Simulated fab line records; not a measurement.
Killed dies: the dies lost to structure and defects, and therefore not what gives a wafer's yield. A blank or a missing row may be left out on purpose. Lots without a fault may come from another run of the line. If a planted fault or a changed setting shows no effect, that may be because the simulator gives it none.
3 desks looking at one fault | flow n5 finfet | only its own numbers are on each desk; what lay behind them is given at the end

== METROLOGY DESK ==
Lot by lot, what the gauges showed, no matter which tool ran the lot: averages of those sampled wafers that carry a number. Marked OUT: a lot whose mean sits more than 4 standard deviations from the usual mean, which makes it out of limits; the brackets give that distance. Shown are 7 of the 11 readings it has, namely the first that went out of limits plus those furthest out on some lot.
Columns: A = cd nm at N5_BEOL_M2_CD_MEAS_28, usual 26.17 nm; B = DIBL_P at N5_BEOL_M4_RC_MEAS_101, usual 36.1 mV/V; C = IOFF_N at N5_BEOL_M4_RC_MEAS_101, usual 0.159 nA/um; D = IOFF_P at N5_BEOL_M4_RC_MEAS_101, usual 0.21 nA/um; E = ION_P at N5_BEOL_M4_RC_MEAS_101, usual 464 uA/um; F = VT_N at N5_BEOL_M4_RC_MEAS_101, usual 249 mV; G = VT_P at N5_BEOL_M4_RC_MEAS_101, usual -250 mV
lot  | first seen here | A               | B    | C     | D    | E   | F   | G
L766 | day 7 06:19     | 25.98           | 35.0 | 0.146 | 0.21 | 468 | 252 | -249
L767 | day 7 07:28     | 26.27           | 36.0 | 0.149 | 0.22 | 460 | 251 | -247
L772 | day 8 18:56     | 25.88           | 37.3 | 0.156 | 0.22 | 464 | 251 | -249
L776 | day 9 14:06     | 26.20           | 33.6 | 0.119 | 0.16 | 452 | 254 | -254
L777 | day 9 22:17     | 19.03 (-29) OUT | -    | -     | -    | -   | -   | -
L778 | day 10 03:25    | 13.28 (-52) OUT | -    | -     | -    | -   | -   | -
L781 | day 11 04:23    | 26.03           | 37.4 | 0.162 | 0.19 | 458 | 251 | -254
L786 | day 12 03:32    | 26.22           | 37.5 | 0.188 | 0.31 | 478 | 246 | -242
L787 | day 12 10:37    | 26.17           | 36.4 | 0.176 | 0.23 | 470 | 246 | -247
This desk finds L777, L778 out of limits, L777 being first, at day 9 22:17 (cd nm at N5_BEOL_M2_CD_MEAS_28). In limits: L766, L767, L772, L776, L781, L786, L787.

== THE DEFECT DESK ==
For each lot, the counts of the inspections along the route, averaged over the sampled wafers that have a number. Marked OUT: a lot whose mean sits more than 4 standard deviations from the usual mean, which makes it out of limits; the brackets give that distance.
Columns: A = raw defect count at N5_BEOL_M2_INSPECT_13, usual 413; B = raw defect count at N5_BEOL_M2_INSPECT_30, usual 410
lot  | first seen here | A   | B
L766 | day 7 05:23     | 306 | 370
L767 | day 7 06:25     | 418 | 373
L772 | day 8 18:05     | 418 | 470
L776 | day 9 13:07     | 370 | 329
L777 | day 9 21:23     | 661 | 563
L778 | day 10 02:30    | 335 | 326
L781 | day 11 03:25    | 276 | 309
L786 | day 12 02:01    | 380 | 458
L787 | day 12 09:16    | 367 | 416
This desk's verdict: no lot among the 9 shows anything out of limits.

== FOR THE TOOL OWNER'S DESK: euv scanner-01 ==
The tool's own readings at N5_BEOL_M2_EXPOSE_25 (exposes mask V1, defocus 5 nm): means of the sampled wafers that have a number, for each lot that ran on this tool. Marked OUT: a lot whose mean sits more than 4 standard deviations from the usual mean, which makes it out of limits; the brackets give that distance.
Columns: A = exposure dose mJ cm2 at N5_BEOL_M2_EXPOSE_25, usual 62.90
lot  | first seen here | A
L766 | day 7 06:10     | 62.87
L772 | day 8 18:47     | 62.92
L777 | day 9 22:10     | 69.22 (+90) OUT
L778 | day 10 03:17    | 69.23 (+90) OUT
L787 | day 12 10:28    | 62.86
This desk finds L777, L778 out of limits, L777 being first, at day 9 22:10 (exposure dose mJ cm2 at N5_BEOL_M2_EXPOSE_25). In limits: L766, L772, L787.

== ALL TOGETHER ==
The tool owner's desk had the chance to raise an alarm at day 9 22:10 on L777, L778.
L777, L778 would have let the metrology desk raise an alarm at day 9 22:17.
No out-of-limits result turned up at the defect desk.
The defect desk has L777, L778 on record, within its limits.
On euv scanner-01, each named lot ran N5_BEOL_M2_EXPOSE_25.

== WHAT THE SIMULATOR PUT IN ==
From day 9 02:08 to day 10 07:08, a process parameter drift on euv scanner-01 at N5_BEOL_M2_EXPOSE_25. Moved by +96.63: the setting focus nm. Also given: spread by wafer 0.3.
Struck lots among those shown: L777, L778.
Time in hours from fault onset to the first out-of-limits reading at each desk: tool owner's desk 20, metrology desk 20.
